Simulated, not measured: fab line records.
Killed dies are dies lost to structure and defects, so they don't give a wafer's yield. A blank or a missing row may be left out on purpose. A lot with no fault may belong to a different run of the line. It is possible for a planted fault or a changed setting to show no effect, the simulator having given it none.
fab line records | flow n5Finfet
[record] lots = 11 wafers = 33 lastDay = 18
route steps=1938 shown BEOL_M12@1654 BEOL_M13@1673 PASSIVATION@1936
lots with no fault: from the same line, run without faults
startH: hours from the record's first day to the start of the lot's first wafer shown | waitH: time in hours since the lot's previous step | " repeats the value in the row above | L1.1+2: a single row standing in for several wafers | - no value, or no start given | * or withheld: withheld | < > ~ a bound
route shown NAME@n: a module of which the file shows steps, and the number in the route of the first | usual: mean and standard deviation over wafers with no fault | same: alike in all rows | chamber/n: place in a boat | sites: readings site by site | _std_site: standard deviation of those values | _edge_site: inner sites' mean taken away from outer sites' mean | radiusMm: how far each site lies from the wafer's centre | mask NAME#n: copy n | behind: tool/chamber where the wafer was last shaped | hold: reason for holding the lot/hours on hold/outcome of the hold | device: the n, p or np transistor that did not switch | end of line: the same wafers' tests at the end of the route | step lacking rows: just its recipe | killed: the dies lost at the first sort to structure and to defects; this is not the yield of the wafer | map: shows each die of a wafer: x if killed, . if not, _ if none is there
set.NAME: the setting the step ran with; set.NAME@STEP: the setting that earlier step ran with | model.NAME: the simulator's own value behind a step, which no gauge read
route steps across a sampled set of lots; one table per step, one row per wafer
services: a tool's chamber out of use, with start hour (startH, from the record's first day; less than 0 if before it), hours out, and reason
[[steps]]
[step N5_BEOL_M12_THK_MEAS_50]
[recipe] thkMeasGauge = xrf reads = Cu_of_BEOL_M12_ECD_47
[usual] M12_THK = 320/5.7
// columns lot.wafer tool chamber startH waitH M12_THK[nm]
L748.1 filmMetro-02 - 241.20 - 328
L748.2 " - " " 324
L748.4 " - " " 308
L749.2 filmMetro-02 - 256.77 - 319
L749.4 " - " " 324
L749.5 " - " " 322
L750.3 filmMetro-01 - 261.03 - 316
L750.5 " - " " 317
L750.6 " - " " 318
L752.1 filmMetro-02 - 268.92 - 311
L752.2 " - " " 325
L752.4 " - " " 319
L754.1 filmMetro-01 - 292.61 - 318
L754.4 " - " " 319
L754.6 " - " " 322
L758.1 filmMetro-02 - 312.67 - 316
L758.2 " - " " 328
L758.6 " - " " 328
L763.1 filmMetro-01 - 347.35 - 319
L763.2 " - " " 322
L763.6 " - " " 324
L762.3 filmMetro-02 - 348.26 - 312
L762.4 " - " " 326
L762.6 " - " " 322
L765.4 filmMetro-01 - 358.65 - 306
L765.5 " - " " 318
L765.6 " - " " 316
L766.2 filmMetro-02 - 375.67 - 330
L766.5 " - " " 329
L766.6 " - " " 324
L768.1 filmMetro-01 - 386.83 - 323
L768.2 " - " " 313
L768.4 " - " " 320
[step N5_BEOL_M12_DEP_53]
[recipe] material = SiCN targetThkA = 300 tempC = withheld precursor = 3MS/NH3 pressureTorr = 3 rfW = 675 timeS = 10.5
[usual] rfFwdPowerW = 665/3.1 showerheadPlenumPTorr = 4.172/0.029 throttleValvePct = 18.1/0.98
// columns lot.wafer tool chamber startH waitH rfFwdPowerW showerheadPlenumPTorr throttleValvePct
L748.1 pecvd-01 1 241.26 0.0 669 4.192 20.4
L748.2 " 0 " " 662 4.130 16.5
L748.4 " 0 " " 663 4.129 16.6
L749.2 pecvd-02 0 256.84 0.0 664 4.137 19.0
L749.4 " 2 " " 662 4.156 17.1
L749.5 " 0 " " 660 4.134 19.1
L750.3 pecvd-01 2 261.09 0.0 669 4.173 16.7
L750.5 " 1 " " 660 4.189 20.3
L750.6 " 0 " " 660 4.136 16.6
L752.1 pecvd-01 0 268.98 0.0 662 4.143 16.6
L752.2 " 1 " " 664 4.201 20.2
L752.4 " 2 " " 673 4.181 17.0
L754.1 pecvd-03 2 292.67 0.0 665 4.197 17.9
L754.4 " 2 " " 663 4.205 17.9
L754.6 " 1 " " 661 4.219 18.4
L758.1 pecvd-01 0 312.73 0.0 659 4.132 16.6
L758.2 " 2 " " 665 4.183 16.5
L758.6 " 0 " " 659 4.132 16.6
L763.1 pecvd-01 2 347.41 0.0 669 4.173 17.0
L763.2 " 1 " " 668 4.205 20.3
L763.6 " 2 " " 665 4.173 16.8
L762.3 pecvd-02 0 348.35 0.0 659 4.145 18.8
L762.4 " 1 " " 665 4.133 17.7
L762.6 " 1 " " 667 4.135 18.0
L765.4 pecvd-03 2 358.73 0.0 664 4.194 18.2
L765.5 " 0 " " 671 4.198 17.6
L765.6 " 1 " " 662 4.213 18.1
L766.2 pecvd-03 0 375.74 0.0 665 4.184 17.8
L766.5 " 0 " " 666 4.190 17.9
L766.6 " 2 " " 665 4.188 18.0
L768.1 pecvd-03 2 386.90 0.0 667 4.183 18.2
L768.2 " 0 " " 666 4.191 18.1
L768.4 " 2 " " 667 4.177 18.2
[step N5_BEOL_M13_ETCH_59]
[recipe] chemistry = N2/H2 target = BARC targetDepthA = 890 overetchA = 267 timeS = 67.9 ionEnergyEv = 200 pressureMtorr = 30 sourceW = 840 biasW = 150 n2FlowSccm = 200 h2FlowSccm = 200
[usual] drypumpMotorCurrentA = 5.7/0.41 n2FlowSccm = 200.1/0.59 oesProductAu = 0.69/0.073 rfFwdPowerW = 832/3.8 rfVppV = 524.5/2.5 showerheadPlenumPTorr = 2.56/0.09 throttleValvePct = 17.83/0.23
// columns lot.wafer tool chamber startH waitH drypumpMotorCurrentA n2FlowSccm oesProductAu rfFwdPowerW rfHoursCounterH rfVppV showerheadPlenumPTorr throttleValvePct
L748.1 rieDiel-05 0 242.09 0.0 5.1 199.9 0.57 834 249 525.4 2.61 18.29
L748.2 " 2 " " 5.6 201.0 0.65 834 144 521.1 2.43 17.65
L748.4 " 3 " " 5.7 199.0 0.60 834 245 524.6 2.59 17.96
L749.2 rieDiel-05 1 257.54 0.0 5.8 199.2 0.64 836 172 527.7 2.65 17.78
L749.4 " 1 " " 5.8 200.0 0.64 835 - 527.3 2.65 17.79
L749.5 " 2 " " 5.6 199.9 0.65 827 - 520.9 2.42 17.66
L750.3 rieDiel-02 3 261.92 0.0 5.6 200.3 0.70 829 88 524.0 2.56 17.77
L750.5 " 3 " " 5.6 200.2 0.70 837 - 524.4 2.56 17.74
L750.6 " 0 " " 6.5 200.9 0.75 834 - 525.7 2.60 17.87
L752.1 rieDiel-05 2 269.74 0.0 5.6 200.4 0.65 832 155 520.0 2.42 17.68
L752.2 " 1 " " 5.8 199.6 0.64 836 177 527.6 2.64 17.79
L752.4 " 1 " " 5.8 200.5 0.64 833 - 526.3 2.64 17.81
L754.1 rieDiel-06 1 293.43 0.0 6.0 201.2 0.71 832 90 522.7 2.44 17.33
L754.4 " 1 " " 6.1 200.3 0.71 837 - 522.7 2.44 17.32
L754.6 " 0 " " 5.2 200.7 0.60 839 - 520.1 2.41 18.03
L758.1 rieDiel-06 0 313.56 0.0 5.1 199.6 0.59 836 220 520.2 2.40 18.08
L758.2 " 1 " " 6.0 199.5 0.69 835 98 522.8 2.44 17.33
L758.6 " 0 " " 5.2 200.4 0.59 838 - 520.4 2.40 18.06
L763.1 rieDiel-05 1 348.11 0.0 5.8 199.1 0.62 833 206 525.7 2.63 17.84
L763.2 " 2 " " 5.6 198.2 0.63 831 183 521.1 2.41 17.74
L763.6 " 1 " " 5.8 200.3 0.62 841 - 525.6 2.63 17.84
L762.3 rieDiel-05 2 349.18 0.0 5.6 199.5 0.62 825 184 521.3 2.41 17.72
L762.4 " 3 " " 5.7 199.8 0.80 832 16 526.3 2.58 17.52
L762.6 " 1 " " 5.8 199.7 0.62 834 - 526.7 2.63 17.83
L765.4 rieDiel-06 3 359.64 0.0 5.3 199.5 0.76 828 41 528.5 2.70 17.94
L765.5 " 2 " " 5.9 200.0 0.80 824 - 523.9 2.50 17.60
L765.6 " 3 " " 5.3 199.7 0.76 831 - 527.7 2.70 17.92
L766.2 rieDiel-02 3 376.54 0.0 5.5 199.5 0.67 835 124 523.2 2.54 17.81
L766.5 " 0 " " 6.5 200.5 0.70 834 - 524.7 2.58 17.93
L766.6 " 1 " " 5.4 199.8 0.60 828 - 525.6 2.61 18.35
L768.1 rieDiel-05 1 387.75 0.0 5.8 200.5 0.62 837 217 525.8 2.63 17.86
L768.2 " 2 " " 5.6 200.2 0.62 829 194 520.3 2.41 17.75
L768.4 " 0 " " 5.1 200.0 0.74 832 36 526.7 2.60 17.93
[step N5_BEOL_M13_COAT_65]
[recipe] resist = SOC tempC = 250 timeS = 60 spinRpm = 1500 resistThkNm = 350
[usual] heaterPowerTotalW = 500.4/1.8 plateTempC = 250.01/0.16 resistLineTempC = 23.00/0.098
// columns lot.wafer tool chamber startH waitH heaterPowerTotalW plateTempC resistLineTempC
L748.1 lithoTrack-05 0 242.62 0.0 498.8 249.99 23.02
L748.2 " 0 " " 497.7 249.93 22.90
L748.4 " 0 " " 499.2 250.09 22.93
L749.2 lithoTrack-05 0 258.07 0.0 503.2 249.80 23.01
L749.4 " 0 " " 503.0 249.93 22.91
L749.5 " 0 " " 503.0 249.85 22.96
L750.3 lithoTrack-05 0 262.46 0.0 502.8 249.89 23.03
L750.5 " 0 " " 498.3 249.87 22.86
L750.6 " 0 " " 499.9 249.59 23.08
L752.1 lithoTrack-01 0 270.28 0.0 498.1 250.12 23.10
L752.2 " 0 " " 502.1 249.94 23.02
L752.4 " 0 " " 502.4 250.08 22.99
L754.1 lithoTrack-04 0 293.96 0.0 501.1 250.35 23.03
L754.4 " 0 " " 497.3 250.22 23.00
L754.6 " 0 " " 501.6 250.23 22.88
L758.1 lithoTrack-01 0 314.09 0.0 501.3 249.95 23.21
L758.2 " 0 " " 502.7 249.93 23.28
L758.6 " 0 " " 499.1 249.98 23.10
L763.1 lithoTrack-01 0 348.65 0.0 455.1 230.64 23.03
L763.2 " 0 " " 450.7 230.84 22.93
L763.6 " 0 " " 456.9 230.73 22.82
L762.3 lithoTrack-01 0 349.71 0.0 456.7 230.71 23.09
L762.4 " 0 " " 455.1 230.77 23.04
L762.6 " 0 " " 452.3 230.95 23.22
L765.4 lithoTrack-04 0 360.17 0.0 501.1 250.00 23.04
L765.5 " 0 " " 502.5 250.10 23.09
L765.6 " 0 " " 497.4 250.12 22.92
L766.2 lithoTrack-05 0 377.07 0.0 503.0 250.09 23.03
L766.5 " 0 " " 501.6 250.05 23.14
L766.6 " 0 " " 502.1 250.17 23.12
L768.1 lithoTrack-04 0 388.28 0.0 501.8 249.93 22.86
L768.2 " 0 " " 502.7 249.76 22.99
L768.4 " 0 " " 500.0 249.89 22.84
[step N5_PASSIVATION_PROBE_49]
[usual] defectLimitedYield = 91.7/1.2 killed_at_M0_to_M3 = 33/9.5 killed_at_M4_up = 13/4.9 killedAtContacts = 13/6.6 killedAtFrontEnd = 36/11 killedAtOther = 3.0/2.6 killedDies = 97/14 killedOpen = 65/11 killedShort = 31/6.6 sort_bin_5_function = 4.8/0.82 sort_bin_6_memory = 3.1/0.58 sort_bin_8_speed = 0.00/0.02 sortNPass = 1083/14 sortYieldPct = 91.7/1.2
[same] grossDies = 1180 killedAtBackSide = 0 sort_bin_4_leakage[%] = 0
// columns lot.wafer tool chamber startH waitH defectLimitedYield[%] killed_at_M0_to_M3 killed_at_M4_up killedAtContacts killedAtFrontEnd killedAtOther killedDies killedOpen killedShort sort_bin_5_function[%] sort_bin_6_memory[%] sort_bin_8_speed[%] sortNPass sortYieldPct[%]
L749.2 prober-01 - 289.02 0.1 93.5 26 12 5 32 2 77 53 24 3.1 3.1 0 1103 93.5
L749.4 prober-01 - 289.12 0.2 92.4 29 14 4 38 5 90 58 30 4.7 2.8 0 1090 92.4
L749.5 prober-01 - 289.17 0.2 93.6 19 13 6 31 7 76 49 27 3.5 2.9 0 1104 93.6
L754.6 prober-01 - 324.50 0.3 92.0 31 13 3 43 4 94 54 39 5.2 2.7 0 1086 92.0
L758.1 prober-02 - 349.38 0.0 91.5 32 15 4 48 1 100 65 32 5.3 2.9 0 1080 91.5
L758.2 prober-02 - 349.43 0.1 90.9 34 7 9 56 1 107 68 36 4.9 3.5 0 1073 90.9
L758.6 prober-02 - 349.63 0.3 92.4 34 15 13 27 1 90 62 28 4.3 3.0 0 1090 92.4
// killed by level:class
L749.2 FIN_SAQP:geometricParticle:open=15 BEOL_M0_SAQP:geometricParticle:short=9 BEOL_M0_SAQP:geometricParticle:open=7 MOL_CONTACT_COAG:geometricParticle:open=5 ILD0:geometricParticle:short=4 FIN_SAQP:geometricParticle:short=3 ILD0:geometricParticle:open=3 BEOL_M1:geometricParticle:open=3
L749.4 FIN_SAQP:geometricParticle:open=17 FIN_SAQP:geometricParticle:short=10 BEOL_M3:geometricParticle:open=9 BEOL_M0_SAQP:geometricParticle:short=6 BEOL_M4:geometricParticle:open=6 STI_FIN_REVEAL:geometricParticle:open=3 MOL_CONTACT_COAG:geometricParticle:open=3 BEOL_M0_SAQP:geometricParticle:open=3
L749.5 FIN_SAQP:geometricParticle:open=7 MOL_CONTACT_COAG:geometricParticle:open=5 FIN_SAQP:geometricParticle:short=4 BEOL_M1:geometricParticle:open=4 BEOL_M2:geometricParticle:open=4 BEOL_M4:geometricParticle:open=4 STARTING-WAFER:geometricParticle:open=4 DUMMY_GATE:geometricParticle:open=3
L754.6 FIN_SAQP:geometricParticle:short=10 BEOL_M0_SAQP:geometricParticle:short=9 BEOL_M1:geometricParticle:open=8 STI_FIN_REVEAL:geometricParticle:open=7 DUMMY_GATE:geometricParticle:open=6 GATE_CUT:geometricParticle:short=5 DUMMY_GATE:geometricParticle:short=4 BEOL_M0_SAQP:geometricParticle:open=4
L758.1 FIN_SAQP:geometricParticle:open=12 FIN_SAQP:geometricParticle:short=11 BEOL_M2:geometricParticle:open=11 GATE_CUT:geometricParticle:short=8 BEOL_M0_SAQP:geometricParticle:open=6 BEOL_M1:geometricParticle:open=6 GATE_CUT:geometricParticle:open=5 MOL_CONTACT_COAG:geometricParticle:short=3
L758.2 FIN_SAQP:geometricParticle:open=19 BEOL_M0_SAQP:geometricParticle:short=14 FIN_SAQP:geometricParticle:short=10 BEOL_M0_SAQP:geometricParticle:open=8 STARTING-WAFER:geometricParticle:open=7 DUMMY_GATE:geometricParticle:open=6 MOL_CONTACT_COAG:geometricParticle:open=6 BEOL_M1:geometricParticle:open=4
L758.6 BEOL_M2:geometricParticle:open=11 MOL_CONTACT_COAG:geometricParticle:open=10 FIN_SAQP:geometricParticle:open=8 BEOL_M4:geometricParticle:open=8 FIN_SAQP:geometricParticle:short=6 BEOL_M0_SAQP:geometricParticle:short=5 BEOL_M1:geometricParticle:open=5 STI_FIN_REVEAL:geometricParticle:open=4
[[services]]
// columns tool chamber startH hours kind
rieDiel-06 3 224.10 7.6 repair
pecvd-03 - 225.47 1.4 repair
pecvd-01 - 227.73 0.9 repair
rieDiel-06 - 243.11 0.3 repair
rieDiel-05 0 245.49 - clean
rieDiel-05 0 245.49 - consumableReplace:focusRing
rieDiel-05 0 245.49 29.2 scheduledDown
rieDiel-05 0 245.49 29.2 ventCycle
pecvd-03 0 247.97 2.1 scheduledDown
pecvd-03 - 248.82 1.2 repair
rieDiel-05 3 275.11 - clean
rieDiel-05 3 275.11 - consumableReplace:focusRing
rieDiel-05 3 275.11 23.4 scheduledDown
rieDiel-05 3 275.11 23.4 ventCycle
pecvd-03 2 282.74 2.1 scheduledDown
pecvd-02 - 295.04 2.8 pm
rieDiel-05 - 302.74 0.3 repair
pecvd-01 - 316.98 14.6 pm
pecvd-01 0 351.76 5.5 scheduledDown
rieDiel-06 0 364.88 7.3 repair
pecvd-03 - 366.31 0.7 repair
rieDiel-06 1 374.02 1.3 repair
pecvd-03 1 383.62 - clean
pecvd-03 1 383.62 - consumableReplace:showerhead
[[key]]
[firstSign] step = N5_BEOL_M13_COAT_65 reading = plateTempC direction = down sigmas = 99+ usual = * struck = *
[effect] step = N5_BEOL_M13_COAT_65 reading = heaterPowerTotalW direction = down sigmas = 25 usual = * struck = *
metAt N5_BEOL_M13_COAT_65
struckLots L762,L763
notActingAt N5_BEOL_M12_THK_MEAS_50,N5_BEOL_M12_DEP_53,N5_BEOL_M13_ETCH_59
onsetBetween 314.09 348.65
[fault] kind = processParameterDrift tool = lithoTrack-01 chamber = - onsetH = 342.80 steps = N5_BEOL_M13_COAT_65 channel = tempC offset = * shape = step endH = 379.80 actsIn = * stated = *
